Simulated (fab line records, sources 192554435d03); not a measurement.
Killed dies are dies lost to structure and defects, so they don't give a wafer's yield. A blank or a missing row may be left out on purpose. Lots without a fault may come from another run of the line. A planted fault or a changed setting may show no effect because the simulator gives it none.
Which tool did it? | flow n5_finfet | 12 lots, 36 wafers sampled, at 6 steps of a route of 1938

WHAT THE GAUGES READ, wafer by wafer
N5_BEOL_M1_RS_MEAS_58: measures by four-point-probe.
lot  | measured     | on            | M1_RS (ohm/sq)
L076 | day 6 15:58  | film_metro-01 | 0.70 0.64 0.69
L077 | day 7 04:14  | film_metro-01 | 0.71 0.63 0.69
L079 | day 7 21:50  | film_metro-01 | 0.71 0.68 0.73
L081 | day 8 09:23  | film_metro-02 | 0.61 0.59 0.62
L083 | day 8 15:44  | film_metro-02 | 0.69 0.64 0.66
L085 | day 9 04:57  | film_metro-01 | 0.68 0.68 0.69
L086 | day 10 17:51 | film_metro-02 | 0.70 0.66 0.70
L088 | day 10 22:44 | film_metro-01 | 0.73 0.66 0.65
L093 | day 11 19:38 | film_metro-01 | 0.67 0.67 0.64
L094 | day 12 01:16 | film_metro-01 | 0.74 0.66 0.68
L092 | day 12 04:41 | film_metro-01 | 0.61 0.63 0.67
L097 | day 13 01:20 | film_metro-01 | 0.66 0.69 0.70

WHICH TOOL RAN EACH LOT (tool, then ch and the chambers of the sampled wafers, then the start)
lot  | N5_BEOL_M0_SPUTTER_116       | N5_BEOL_M0_ANNEAL_117        | N5_BEOL_M1_STRIP_97                           | N5_BEOL_M1_SPUTTER_88        | N5_BEOL_M1_SPUTTER_92
L076 | pvd_sputter-01, day 6 06:30  | pvd_sputter-01, day 6 06:35  | rie_diel-01 ch 1,2,3, day 6 14:02 or earlier  | pvd_sputter-01, day 6 14:02  | pvd_sputter-01, day 6 14:29
L077 | pvd_sputter-01, day 6 17:06  | pvd_sputter-01, day 6 17:11  | rie_diel-03 ch 0,2,3, day 7 02:18 or earlier  | pvd_sputter-03, day 7 02:18  | pvd_sputter-03, day 7 02:44
L079 | pvd_sputter-01, day 7 03:06  | pvd_sputter-01, day 7 03:11  | rie_diel-01 ch 1,2,3, day 7 19:53 or earlier  | pvd_sputter-01, day 7 19:53  | pvd_sputter-01, day 7 20:20
L081 | pvd_sputter-01, day 7 18:29  | pvd_sputter-01, day 7 18:34  | rie_diel-01 ch 0,1,2, day 8 07:25 or earlier  | pvd_sputter-03, day 8 07:25  | pvd_sputter-03, day 8 07:52
L083 | pvd_sputter-01, day 8 06:55  | pvd_sputter-01, day 8 07:00  | rie_diel-02 ch 0,1,3, day 8 13:49 or earlier  | pvd_sputter-02, day 8 13:49  | pvd_sputter-02, day 8 14:15
L085 | pvd_sputter-01, day 8 17:01  | pvd_sputter-01, day 8 17:06  | rie_diel-02 ch 0,2, day 9 02:55 or earlier    | pvd_sputter-03, day 9 02:55  | pvd_sputter-03, day 9 03:21
L086 | pvd_sputter-02, day 10 09:19 | pvd_sputter-02, day 10 09:24 | rie_diel-03 ch 2,3, day 10 15:55 or earlier   | pvd_sputter-01, day 10 15:55 | pvd_sputter-01, day 10 16:22
L088 | pvd_sputter-01, day 10 13:01 | pvd_sputter-01, day 10 13:05 | rie_diel-03 ch 0,1, day 10 20:47 or earlier   | pvd_sputter-02, day 10 20:47 | pvd_sputter-02, day 10 21:14
L093 | pvd_sputter-03, day 11 11:16 | pvd_sputter-03, day 11 11:20 | rie_diel-02 ch 0,1, day 11 17:41 or earlier   | pvd_sputter-03, day 11 17:41 | pvd_sputter-03, day 11 18:08
L094 | pvd_sputter-03, day 11 16:20 | pvd_sputter-03, day 11 16:25 | rie_diel-01 ch 0,1,2, day 11 23:20 or earlier | pvd_sputter-03, day 11 23:20 | pvd_sputter-03, day 11 23:46
L092 | pvd_sputter-01, day 11 17:32 | pvd_sputter-01, day 11 17:37 | rie_diel-01 ch 1,2, day 12 02:45 or earlier   | pvd_sputter-03, day 12 02:45 | pvd_sputter-03, day 12 03:11
L097 | pvd_sputter-02, day 12 06:07 | pvd_sputter-02, day 12 06:12 | rie_diel-03 ch 0,1,3, day 12 23:25 or earlier | pvd_sputter-03, day 12 23:25 | pvd_sputter-03, day 12 23:51
- N5_BEOL_M0_SPUTTER_116: material Cu, target thk 4 nm, time 7.37 s.
- N5_BEOL_M0_ANNEAL_117: time 60 s.
- N5_BEOL_M1_STRIP_97: strips in N2/H2, time 10 s.
- N5_BEOL_M1_SPUTTER_88: material Cu, target thk 4.5 nm, time 8.29 s.
- N5_BEOL_M1_SPUTTER_92: material Cu, target thk 4.5 nm, time 8.29 s.

THE ANSWER, worked out from the rows above alone
Rule: what is usual is taken from the lots themselves. Put in order of their means at a reading, lots are off if they are a third of the lots or fewer, leave a main group of 4 or more, and stand apart from it by a gap of 3 or more times the standard deviation of the main group's means; of several such gaps the widest counts. A main group whose means are all the same, to the digits that the tables above print for the reading, isn't used. A lot without any number at a reading at which 4 lots or more have one is off too. The other lots that the step has rows for count as sound.
No lot is off at any reading shown: from this, nothing can be told.

WHAT THE SIMULATOR HAD PUT IN
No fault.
